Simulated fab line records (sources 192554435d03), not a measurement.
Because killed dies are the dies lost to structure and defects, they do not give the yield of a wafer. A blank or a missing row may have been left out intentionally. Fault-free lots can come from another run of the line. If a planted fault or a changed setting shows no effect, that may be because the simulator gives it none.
fab line records	flow n5Finfet
[record] lots = 6	wafers = 18	lastDay = 17
route steps=1938 shown MOL_CONTACT_COAG@529 BEOL_M4@1111
lots that met no fault: taken from a fault-free run of the same line
startH: the number of hours between the record's first day and the start of the first shown wafer of the lot	waitH: time in hours since the lot's previous step	" identical to the entry in the row above	L1.1+2: several wafers, shown together as one row	- no value present, or no start provided	* or withheld: withheld	< > ~ a bound
route shown NAME@n: NAME is a module with steps in the file, n the number in the route of the first one	usual: the fault-free wafers' mean and standard deviation	same: alike in all rows	chamber/n: place in a boat	sites: each site's reading	_std_site: their standard deviation	_edge_site: the outer-site mean with the inner-site mean subtracted	radiusMm: for every site, how far away it sits from the centre of the wafer	mask NAME#n: copy n	behind: tool/chamber where the wafer was last shaped	hold: the reason the lot was held/the length of the hold in hours/how it ended	device: transistor that didn't switch, given as n, p or np	end of line: tests run on the same wafers once the route is complete	for a step that has no rows: nothing shown but its recipe	killed: at the first sort, the dies lost to defects and structure; wafer yield is something else	map: a wafer's dies, x killed, . not, _ none there
set.NAME: setting as actually run; set.NAME@STEP: the setting as run at that earlier step	model.NAME: the simulator's own value behind a step, which no gauge read
lots at some steps of the route; a table a step, a row a wafer
services: when a tool's chamber went out of use (startH, in hours from the record's first day, below 0 if earlier), for how many hours, and the reason
[[steps]]
[step N5_MOL_CONTACT_COAG_DESCUM_13]
[recipe] chemistry = O2	timeS = 7	sourcePowerW = 50	biasPowerW = 20	pressureMtorr = 20	rfFrequencyHz = 2.712e+07	tempC = 40	resist = CAR-EUV	o2FlowSccm = 225
[usual] drypumpMotorCurrentA = 5.8/0.42	oesProductAu = 0.81/0.095	rfVppV = 243.2/1.4	showerheadPlenumPTorr = 2.09/0.074	throttleValvePct = 20.34/0.18
lot.wafer	tool	chamber	startH	waitH	drypumpMotorCurrentA	oesProductAu	rfHoursCounterH	rfVppV	showerheadPlenumPTorr	throttleValvePct
L392.1	rieDiel-04	1	95.04	0.3	5.7	0.77	151	244.7	2.19	20.34
L392.3	"	3	"	"	5.5	0.86	35	242.1	2.03	20.06
L392.4	"	3	"	"	5.5	0.87	-	243.8	2.03	20.09
L402.1	rieDiel-03	2	154.94	0.2	4.8	0.69	267	242.8	2.05	20.64
L402.2	"	1	"	"	6.3	0.92	8	243.8	2.16	20.42
L402.4	"	2	"	"	4.8	0.68	-	242.7	2.05	20.66
L404.2	rieDiel-04	1	168.55	0.1	5.7	0.76	173	245.0	2.19	20.36
L404.4	"	2	"	"	6.3	0.71	235	243.0	2.08	20.66
L404.5	"	3	"	"	5.5	0.84	-	242.4	2.02	20.11
L410.1	rieDiel-03	0	203.90	0.1	5.8	0.93	15	241.3	2.04	20.16
L410.2	"	1	"	"	6.3	0.87	27	242.9	2.15	20.47
L410.3	"	2	"	"	4.8	0.93	6	242.8	2.04	20.21
L413.1	rieDiel-04	3	220.93	0.3	5.5	0.81	76	242.1	2.01	20.13
L413.2	"	1	"	"	5.7	0.75	185	244.3	2.18	20.38
L413.4	"	1	"	"	5.7	0.75	-	241.9	2.18	20.37
L414.2	rieDiel-04	0	226.91	0.4	5.5	0.87	43	246.1	2.22	20.15
L414.4	"	0	"	"	5.5	0.88	-	245.4	2.22	20.12
L414.6	"	1	"	"	5.7	0.74	-	244.4	2.18	20.39
[step N5_MOL_CONTACT_COAG_ETCH_59]
[recipe] chemistry = N2/H2	target = underlayer	targetDepthA = 130	maskMaterial = CAR-EUV	timeS = 10.4	ionEnergyEv = 200	pressureMtorr = 30	sourceW = 840	biasW = 150	n2FlowSccm = 200	h2FlowSccm = 200	ends = cleared
[step N5_MOL_CONTACT_COAG_ETCH_105]
[recipe] chemistry = CF4	target = SiARC	targetDepthA = 156	maskMaterial = CAR-EUV	timeS = 26	ionEnergyEv = 80	pressureMtorr = 40	sourceW = 545	biasW = 36	Ar_flow_sccm = 100	cf4FlowSccm = 100	ends = cleared
[step N5_MOL_CONTACT_COAG_ETCH_106]
[recipe] chemistry = N2/H2	target = SOC	targetDepthA = 800	overetchA = 160	maskMaterial = SiARC	tempC = 40	timeS = 120	ionEnergyEv = 200	pressureMtorr = 30	sourceW = 840	biasW = 150	n2FlowSccm = 200	h2FlowSccm = 200
[usual] drypumpMotorCurrentA = 5.8/0.42	oesProductAu = 0.72/0.081	rfVppV = 524.0/2.5	showerheadPlenumPTorr = 2.54/0.083	throttleValvePct = 17.76/0.18
lot.wafer	tool	chamber	startH	waitH	drypumpMotorCurrentA	oesProductAu	rfHoursCounterH	rfVppV	showerheadPlenumPTorr	throttleValvePct
L392.1	rieDiel-04	1	95.13	0.0	5.7	0.69	151	526.3	2.65	17.79
L392.3	"	3	"	"	5.5	0.78	35	521.7	2.48	17.64
L392.4	"	3	"	"	5.5	0.77	-	521.0	2.48	17.63
L402.1	rieDiel-03	2	155.02	0.0	4.8	0.62	267	523.5	2.49	18.00
L402.2	"	1	"	"	6.3	0.83	8	524.9	2.61	17.76
L402.4	"	2	"	"	4.8	0.61	-	523.3	2.49	18.02
L404.2	rieDiel-04	1	168.63	0.0	5.7	0.67	173	527.5	2.64	17.81
L404.4	"	2	"	"	6.3	0.64	235	523.1	2.51	17.96
L404.5	"	3	"	"	5.5	0.76	-	522.6	2.47	17.66
L410.1	rieDiel-03	0	203.98	0.0	5.7	0.82	15	521.6	2.49	17.72
L410.2	"	1	"	"	6.3	0.79	27	525.7	2.60	17.80
L410.3	"	2	"	"	4.8	0.83	6	520.8	2.48	17.52
L413.1	rieDiel-04	3	221.01	0.0	5.5	0.72	76	522.3	2.46	17.69
L413.2	"	1	"	"	5.7	0.66	186	526.4	2.63	17.83
L413.4	"	1	"	"	5.7	0.67	-	526.7	2.63	17.84
L414.2	rieDiel-04	0	226.99	0.0	5.5	0.79	43	526.9	2.68	17.39
L414.4	"	0	"	"	5.6	0.79	-	528.7	2.68	17.40
L414.6	"	1	"	"	5.7	0.66	-	525.7	2.63	17.82
[step N5_MOL_CONTACT_COAG_STRIP_107]
[recipe] chemistry = N2/H2	tempC = 40	n2FlowSccm = 200	h2FlowSccm = 200	rfFrequencyHz = 6e+07
[step N5_MOL_CONTACT_COAG_STRIP_108]
[recipe] chemistry = N2/H2	tempC = 40	n2FlowSccm = 200	h2FlowSccm = 200	rfFrequencyHz = 6e+07
[step N5_MOL_CONTACT_COAG_CONTACT_ETCH_14]
[recipe] chemistry = C4F6/O2	target = SiO2	targetDepthA = 275	overetchA = 85	maskMaterial = SOC	pressureMtorr = 30	sourceW = 370	biasW = 185	Ar_flow_sccm = 300	C4F6_flow_sccm = 16	O2_flow_sccm = 10	timeS = 20	ionEnergyEv = 259.6
[usual] drypumpMotorCurrentA = 5.8/0.42	oesProductAu = 0.69/0.077	rfVppV = 693/3.2	showerheadPlenumPTorr = 2.89/0.099	throttleValvePct = 21.24/0.17
lot.wafer	tool	chamber	startH	waitH	drypumpMotorCurrentA	oesProductAu	rfHoursCounterH	rfVppV	showerheadPlenumPTorr	throttleValvePct
L392.1	rieDiel-04	1	95.23	0.0	5.7	0.65	151	697	3.01	21.20
L392.3	"	3	"	"	5.6	0.74	35	691	2.81	20.96
L392.4	"	3	"	"	5.5	0.74	-	691	2.81	20.98
L402.1	rieDiel-03	2	155.12	0.0	4.8	0.59	267	690	2.84	21.59
L402.2	"	1	"	"	6.3	0.79	8	695	2.97	21.34
L402.4	"	2	"	"	4.8	0.58	-	692	2.84	21.59
L404.2	rieDiel-04	1	168.73	0.0	5.7	0.64	173	695	3.00	21.24
L404.4	"	2	"	"	6.3	0.60	235	692	2.86	21.50
L404.5	"	3	"	"	5.5	0.71	-	690	2.80	21.01
L410.1	rieDiel-03	0	204.08	0.0	5.8	0.78	15	691	2.84	21.16
L410.2	"	1	"	"	6.3	0.76	27	694	2.96	21.36
L410.3	"	2	"	"	4.8	0.80	6	691	2.84	21.17
L413.1	rieDiel-04	3	221.11	0.0	5.5	0.68	76	691	2.79	21.03
L413.2	"	1	"	"	5.7	0.63	186	697	2.99	21.24
L413.4	"	1	"	"	5.7	0.63	-	695	2.99	21.24
L414.2	rieDiel-04	0	227.09	0.0	5.6	0.75	43	698	3.07	21.12
L414.4	"	0	"	"	5.5	0.74	-	698	3.07	21.12
L414.6	"	1	"	"	5.7	0.63	-	695	2.99	21.24
[step N5_MOL_CONTACT_COAG_STRIP_109]
[recipe] chemistry = C4F6/O2	resist = SiARC	rfFrequencyHz = 6e+07
[step N5_MOL_CONTACT_COAG_ETCH_15]
[recipe] chemistry = CH3F/O2	target = SiNx	targetDepthA = 70	maskMaterial = SOC	stopOn = Si:P	overEtchFrac = 0.75	ionEnergyEv = 120	pressureMtorr = 30	sourceW = 395	biasW = 73	Ar_flow_sccm = 150	CH3F_flow_sccm = 30	O2_flow_sccm = 20
[usual] drypumpMotorCurrentA = 5.8/0.42	oesProductAu = 0.59/0.066	rfVppV = 299/7.5	showerheadPlenumPTorr = 2.01/0.072	throttleValvePct = 16.29/0.19
lot.wafer	tool	chamber	startH	waitH	drypumpMotorCurrentA	oesProductAu	rfHoursCounterH	rfVppV	showerheadPlenumPTorr	throttleValvePct
L392.1	rieDiel-04	1	95.26	0.0	5.7	0.56	151	302	2.10	16.23
L392.3	"	3	"	"	5.6	0.63	35	283	1.95	16.03
L392.4	"	3	"	"	5.5	0.62	-	284	1.95	16.04
L402.1	rieDiel-03	2	155.16	0.0	4.8	0.50	267	301	1.97	16.68
L402.2	"	1	"	"	6.2	0.68	8	303	2.06	16.26
L402.4	"	2	"	"	4.8	0.51	-	300	1.97	16.68
L404.2	rieDiel-04	1	168.77	0.0	5.7	0.55	173	301	2.09	16.31
L404.4	"	2	"	"	6.3	0.51	235	296	1.99	16.59
L404.5	"	3	"	"	5.6	0.61	-	285	1.94	16.07
L410.1	rieDiel-03	0	204.11	0.0	5.8	0.67	15	303	1.97	16.11
L410.2	"	1	"	"	6.2	0.65	27	303	2.06	16.29
L410.3	"	2	"	"	4.8	0.69	6	300	1.97	16.16
L413.1	rieDiel-04	3	221.14	0.0	5.5	0.60	76	285	1.93	16.12
L413.2	"	1	"	"	5.7	0.55	186	301	2.08	16.32
L413.4	"	1	"	"	5.7	0.54	-	300	2.08	16.33
L414.2	rieDiel-04	0	227.12	0.0	5.5	0.63	43	304	2.14	16.11
L414.4	"	0	"	"	5.5	0.64	-	304	2.14	16.10
L414.6	"	1	"	"	5.7	0.54	-	300	2.08	16.32
[step N5_MOL_CONTACT_COAG_ETCH_110]
[recipe] chemistry = CF4/O2	target = Si	targetDepthA = 25	timeS = 8	pressureMtorr = 100	sourceW = 200	biasW = 12	ionEnergyEv = 60	Ar_flow_sccm = 100	cf4FlowSccm = 100	O2_flow_sccm = 10
[usual] drypumpMotorCurrentA = 5.8/0.43	oesProductAu = 0.81/0.095	rfVppV = 128/3.6	showerheadPlenumPTorr = 2.23/0.073	throttleValvePct = 10.68/0.26
lot.wafer	tool	chamber	startH	waitH	drypumpMotorCurrentA	oesProductAu	rfHoursCounterH	rfVppV	showerheadPlenumPTorr	throttleValvePct
L392.1	rieDiel-04	1	95.32	0.0	5.7	0.77	151	129	2.32	10.69
L392.3	"	3	"	"	5.6	0.88	35	120	2.17	10.42
L392.4	"	3	"	"	5.6	0.87	-	121	2.17	10.42
L402.1	rieDiel-03	2	155.22	0.0	4.8	0.69	267	128	2.18	11.16
L402.2	"	1	"	"	6.2	0.94	8	129	2.28	10.42
L402.4	"	2	"	"	4.8	0.69	-	129	2.19	11.17
L404.2	rieDiel-04	1	168.83	0.0	5.7	0.75	173	129	2.31	10.76
L404.4	"	2	"	"	6.3	0.71	235	127	2.20	11.05
L404.5	"	3	"	"	5.5	0.84	-	121	2.17	10.49
L410.1	rieDiel-03	0	204.17	0.0	5.8	0.94	15	131	2.19	10.39
L410.2	"	1	"	"	6.2	0.89	27	130	2.27	10.48
L410.3	"	2	"	"	4.8	0.94	6	129	2.18	10.41
L413.1	rieDiel-04	3	221.20	0.0	5.6	0.82	76	119	2.16	10.55
L413.2	"	1	"	"	5.7	0.74	186	129	2.30	10.81
L413.4	"	1	"	"	5.7	0.74	-	130	2.30	10.78
L414.2	rieDiel-04	0	227.18	0.0	5.5	0.88	43	131	2.36	10.41
L414.4	"	0	"	"	5.5	0.88	-	130	2.36	10.39
L414.6	"	1	"	"	5.7	0.74	-	127	2.30	10.81
[step N5_MOL_CONTACT_COAG_STRIP_98]
[recipe] chemistry = N2/H2	powerW = 500	tempC = 40	pressureMtorr = 50	rfFrequencyHz = 6e+07	overashFraction = 0.3	biasPowerW = 8	h2Frac = 0.5	n2FlowSccm = 300	h2FlowSccm = 300
[step N5_MOL_CONTACT_COAG_CD_MEAS_99]
[recipe] targetCdNm = 17.2	polarity = opening
[usual] cdNm = 17.3/0.35
lot.wafer	tool	chamber	startH	waitH	cdNm
L392.1	cdSem-01	-	95.45	-	17.4
L392.3	"	-	"	"	17.9
L392.4	"	-	"	"	17.7
L402.1	cdSem-03	-	155.34	-	17.6
L402.2	"	-	"	"	17.2
L402.4	"	-	"	"	17.5
L404.2	cdSem-02	-	168.95	-	17.7
L404.4	"	-	"	"	17.4
L404.5	"	-	"	"	17.4
L410.1	cdSem-03	-	204.29	-	17.2
L410.2	"	-	"	"	17.4
L410.3	"	-	"	"	17.7
L413.1	cdSem-02	-	221.32	-	17.9
L413.2	"	-	"	"	17.4
L413.4	"	-	"	"	17.3
L414.2	cdSem-02	-	227.30	-	17.5
L414.4	"	-	"	"	17.1
L414.6	"	-	"	"	17.1
[step N5_MOL_CONTACT_COAG_IMPLANT_129]
[recipe] species = Ge	energyKev = 3	doseCm2 = 6e+14	tiltDeg = 0	rotationDeg = 0
[usual] beamOnS = 40.1/1.5	doseIonsCm2 = 6e+14/6.3e+11
lot.wafer	tool	chamber	startH	waitH	beamOnS	doseIonsCm2
L392.1	implanter-01	0	95.48	0.0	38.7	5.998e+14
L392.3	"	0	"	"	38.6	5.997e+14
L392.4	"	0	"	"	37.0	6.005e+14
L402.1	implanter-02	0	155.37	0.0	25.0	3.546e+14
L402.2	"	0	"	"	25.4	3.552e+14
L402.4	"	0	"	"	24.3	3.554e+14
L404.2	implanter-02	0	169.02	0.1	24.3	3.545e+14
L404.4	"	0	"	"	24.7	3.536e+14
L404.5	"	0	"	"	23.5	3.555e+14
L410.1	implanter-01	0	204.33	0.0	38.8	6e+14
L410.2	"	0	"	"	39.0	5.999e+14
L410.3	"	0	"	"	38.8	6e+14
L413.1	implanter-01	0	221.36	0.0	37.7	6.007e+14
L413.2	"	0	"	"	38.4	5.995e+14
L413.4	"	0	"	"	38.6	6.003e+14
L414.2	implanter-02	0	227.37	0.1	40.4	6.002e+14
L414.4	"	0	"	"	40.8	5.998e+14
L414.6	"	0	"	"	41.1	5.993e+14
[step N5_MOL_CONTACT_COAG_PRECLEAN_111]
[recipe] chemistry = NF3:NH3	afsCycles = 1	tempC = 30	timeS = 20	sublimationTempC = 180	sublimationTimeS = 60	pressureTorr = 3	rfPowerW = 30
[step N5_BEOL_M4_RC_MEAS_101]
[usual] DIBL_N = 36.0/1.7	DIBL_P = 35.8/2	IOFF_N = 0.15/0.03	IOFF_P = 0.20/0.037	ION_N = 670/12	ION_P = 460/7.2	SS_N = 71.5/0.68	SS_P = 73.2/0.65	VT_N = 250/3.1	VT_P = -251/3.4
lot.wafer	tool	chamber	startH	waitH	DIBL_N[mV/V]	DIBL_P[mV/V]	IOFF_N[nA/um]	IOFF_P[nA/um]	ION_N[uA/um]	ION_P[uA/um]	SS_N[mV/dec]	SS_P[mV/dec]	VT_N[mV]	VT_P[mV]
L392.1	prober-01	0	175.47	0.0	36.5	34.6	0.14	0.19	664	451	72.2	73.3	252	-254
L392.3	"	0	"	"	33.3	31.9	0.10	0.16	652	456	70.6	72.2	256	-255
L392.4	"	0	"	"	35.3	34.9	0.14	0.20	683	471	71.2	72.7	250	-250
L402.1	prober-01	0	243.61	0.0	38.3	37.8	0.17	0.24	676	469	72.2	74.1	251	-246
L402.2	"	0	"	"	35.9	35.9	0.14	0.22	669	462	71.9	73.5	251	-247
L402.4	"	0	"	"	36.1	33.7	0.13	0.18	646	451	71.4	72.9	254	-251
L404.2	prober-01	0	255.17	0.2	34.9	33.4	0.12	0.16	661	460	71.3	72.5	253	-253
L404.4	"	0	"	"	36.6	35.5	0.14	0.19	663	456	71.4	73.0	251	-250
L404.5	"	0	"	"	36.3	35.3	0.14	0.19	667	457	72.2	73.2	252	-251
L410.1	prober-01	0	289.71	0.0	37.4	37.5	0.18	0.23	674	459	72.0	74.2	250	-249
L410.2	"	0	"	"	36.3	36.2	0.16	0.21	668	460	71.3	73.2	250	-250
L410.3	"	0	"	"	37.6	38.9	0.20	0.26	684	468	71.2	75.0	245	-248
L413.1	prober-02	0	305.10	0.0	36.5	36.3	0.16	0.22	680	466	71.0	73.4	249	-250
L413.2	"	0	"	"	39.0	38.8	0.23	0.27	699	471	71.5	74.2	242	-246
L413.4	"	0	"	"	38.6	38.2	0.20	0.26	688	468	71.6	74.0	245	-246
L414.2	prober-02	0	317.27	0.2	36.1	36.7	0.16	0.20	684	453	71.5	73.2	248	-252
L414.4	"	0	"	"	36.6	37.8	0.17	0.21	673	458	72.2	73.5	249	-253
L414.6	"	0	"	"	36.3	37.6	0.16	0.21	674	459	70.7	73.5	248	-250
[[services]]
tool	chamber	startH	hours	kind
rieDiel-04	0	76.49	-	clean
rieDiel-04	0	76.49	-	consumableReplace:focusRing
rieDiel-04	0	76.49	-	consumableReplace:showerhead
rieDiel-04	0	76.49	19.5	scheduledDown
rieDiel-04	0	76.49	19.5	ventCycle
rieDiel-03	1	103.52	-	clean
rieDiel-03	1	103.52	-	consumableReplace:esc
rieDiel-03	1	103.52	-	consumableReplace:focusRing
rieDiel-03	1	103.52	35.4	scheduledDown
rieDiel-03	1	103.52	35.4	ventCycle
rieDiel-04	-	122.84	15.6	pm
rieDiel-03	0	138.96	-	clean
rieDiel-03	0	138.96	-	consumableReplace:focusRing
rieDiel-03	0	138.96	29.5	scheduledDown
rieDiel-03	0	138.96	29.5	ventCycle
rieDiel-03	2	168.82	-	clean
implanter-01	-	207.89	4.3	pm
rieDiel-03	-	212.07	0.1	repair
rieDiel-04	2	216.41	-	clean
rieDiel-04	2	216.41	-	consumableReplace:focusRing
rieDiel-04	2	216.41	23.9	scheduledDown
rieDiel-04	2	216.41	23.9	ventCycle
implanter-01	-	222.96	6.7	repair
rieDiel-03	-	223.88	15.6	pm
[[key]]
[firstSign] step = N5_MOL_CONTACT_COAG_IMPLANT_129	reading = doseIonsCm2	direction = down	sigmas = 99+	usual = 6e+14	struck = 3.548e+14
[effect] step = N5_MOL_CONTACT_COAG_IMPLANT_129	reading = beamOnS	direction = down	sigmas = 11	usual = 40.1	struck = 24.5
metAt N5_MOL_CONTACT_COAG_IMPLANT_129
struckWafers L402.1,L402.2,L402.4,L404.2,L404.4,L404.5
[fault] kind = processParameterDrift	tool = implanter-02	chamber = -	onsetH = 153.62	steps = N5_MOL_CONTACT_COAG_IMPLANT_129	channel = doseCm2	offset = -2.4546e+14	shape = step	endH = 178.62	actsIn = theseRecipesOnly	stated = 6e+14
